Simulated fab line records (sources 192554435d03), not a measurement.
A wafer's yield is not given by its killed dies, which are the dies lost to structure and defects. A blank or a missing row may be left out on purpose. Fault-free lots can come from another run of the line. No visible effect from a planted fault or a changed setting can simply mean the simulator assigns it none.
Which of the tools did it? | flow n5 finfet | 12 lots, 36 wafers sampled, at 4 steps of a route of 1938

== WHAT THE GAUGES SHOWED, per wafer ==
N5_BEOL_M9_CD_MEAS_11: the cd target is 64.1 nm.
lot  | measured     | on        | cd nm (nm)
L076 | day 9 21:04  | cd sem-03 | 64.2 63.2 64.4
L077 | day 10 12:37 | cd sem-02 | 63.6 64.3 64.3
L079 | day 11 01:12 | cd sem-03 | 64.5 64.2 64.3
L082 | day 11 20:53 | cd sem-03 | 65.2 65.1 65.6
L085 | day 12 02:30 | cd sem-01 | 63.6 64.6 64.1
L084 | day 12 23:11 | cd sem-02 | 64.0 63.6 64.2
L088 | day 13 20:01 | cd sem-01 | 64.4 65.1 64.9
L087 | day 13 20:11 | cd sem-03 | 64.0 64.2 63.9
L091 | day 14 05:20 | cd sem-01 | 64.4 64.5 64.8
L094 | day 14 23:09 | cd sem-01 | 64.2 63.9 64.6
L095 | day 15 07:51 | cd sem-03 | 65.6 64.9 64.7
L097 | day 16 11:54 | cd sem-01 | 63.8 63.7 63.9

== TOOL THAT RAN EACH LOT (tool first, then ch and the chambers of the sampled wafers, then the start) ==
lot  | N5_BEOL_M8_CURE_75            | N5_BEOL_M8_DEP_56               | N5_BEOL_M9_PECVD_70
L076 | uv cure-01 ch 2, day 9 16:25  | pecvd-02 ch 0,1, day 9 18:52    | pecvd-04 ch 0,1, day 9 19:41
L077 | uv cure-02 ch 1, day 10 06:36 | pecvd-03 ch 0,1, day 10 10:10   | pecvd-03 ch 1,2, day 10 10:55
L079 | uv cure-02 ch 1, day 10 19:54 | pecvd-03 ch 0,1,2, day 10 22:29 | pecvd-03 ch 0,1,2, day 10 23:15
L082 | uv cure-02 ch 1, day 11 14:11 | pecvd-01 ch 0,1,2, day 11 17:58 | pecvd-03 ch 0,1,2, day 11 18:43
L085 | uv cure-03 ch 1, day 11 20:31 | pecvd-03 ch 1,2, day 11 22:58   | pecvd-04 ch 0,1,2, day 11 23:44
L084 | uv cure-01 ch 2, day 12 17:40 | pecvd-02 ch 1,2, day 12 20:23   | pecvd-04 ch 0,2, day 12 21:08
L088 | uv cure-02 ch 2, day 13 11:40 | pecvd-01 ch 0,2, day 13 14:00   | pecvd-04 ch 0,1,2, day 13 14:55
L087 | uv cure-02 ch 2, day 13 11:58 | pecvd-02 ch 0,1, day 13 15:19   | pecvd-01 ch 1,2, day 13 16:05
L091 | uv cure-02 ch 2, day 13 23:17 | pecvd-02 ch 0,1,2, day 14 02:17 | pecvd-01 ch 1,2, day 14 03:39
L094 | uv cure-02 ch 1, day 14 17:26 | pecvd-02 ch 1,2, day 14 20:07   | pecvd-01 ch 1,2, day 14 20:52
L095 | uv cure-03 ch 1, day 15 02:38 | pecvd-03 ch 0,1,2, day 15 05:07 | pecvd-01 ch 0,1,2, day 15 05:52
L097 | uv cure-03 ch 1, day 16 05:05 | pecvd-03 ch 0,1,2, day 16 08:43 | pecvd-04 ch 0,2, day 16 09:28
- N5_BEOL_M8_CURE_75: cures SiCOH lowk, time 120 s.
- N5_BEOL_M8_DEP_56: deposits SiCN from 3MS/NH3, target thk 10 nm, time 17.5 s.
- N5_BEOL_M9_PECVD_70: deposits SiO2 from TEOS/O2, target thk 20 nm, time 22.7 s.

== THE ANSWER, worked out from the rows above alone ==
Rule: usual is defined by the lots themselves. The widest of any qualifying gaps counts: lots, ordered by their means at a reading, are off when they make up no more than a third of the lots, leave a main group of 4 or more, and stand apart from it by 3 or more times the standard deviation of that group's means. The tables above print the reading to a certain number of digits; a main group whose means all agree to those digits is not used. A lot without any number at a reading at which 4 lots or more have one is off too. Where the step has rows for the other lots, those lots are counted as sound.
None of the lots is off at any reading shown; this tells nothing.

== WHAT WAS PUT IN BY THE SIMULATOR ==
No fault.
